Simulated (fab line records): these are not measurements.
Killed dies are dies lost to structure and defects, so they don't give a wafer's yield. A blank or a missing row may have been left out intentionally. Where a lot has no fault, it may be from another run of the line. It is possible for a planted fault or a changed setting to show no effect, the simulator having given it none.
Matching of chambers ; flow n5_finfet ; rie_diel-02 running N5_BEOL_M3_ETCHBACK_99: 4 sister chambers
The step etches SiO2 in CHF3, target depth 5 nm, time 10.4 s. 4 wafers are shown with their chamber, then 12 later ones without.

== WAFERS, EACH WITH ITS CHAMBER ==
wafer;chamber;showerhead_plenum_p_Torr (Torr)
L086.6;2;2.26
L087.1;1;2.12
L087.3;3;2.10
L087.6;0;2.13

== WAFERS WHOSE CHAMBER IS MISSING ==
wafer;showerhead_plenum_p_Torr (Torr)
L093.1;2.13
L093.2;2.12
L093.4;2.10
L095.3;2.10
L095.5;2.10
L095.6;2.13
L094.1;2.10
L094.5;2.10
L094.6;2.13
L096.1;2.10
L096.2;2.13
L096.4;2.25

== WHICH CHAMBER EACH WENT THROUGH ==
wafer;from the rows above;in truth
L093.1;0;0
L093.2;1;1
L093.4;3;3
L095.3;3;3
L095.5;3;3
L095.6;0;0
L094.1;3;3
L094.5;3;3
L094.6;0;0
L096.1;3;3
L096.2;0;0
L096.4;2;2
12 of 12 placed correctly. Left unplaced by these rows: 0. 0 placed wrongly.
How it was worked out, from the rows above alone: a wafer's distance from a chamber is the root of the sum, over the readings, of the square of ((its reading less the chamber's mean) divided by the reading's scatter). The wafer belongs to the nearest chamber; if the next one is less than 2 further off, it can't be placed. The mean given for a chamber averages the wafers shown for that chamber. The scatter: with one shown wafer a chamber, the root of the mean of the squares of how far each hidden wafer lies from its nearest shown one.
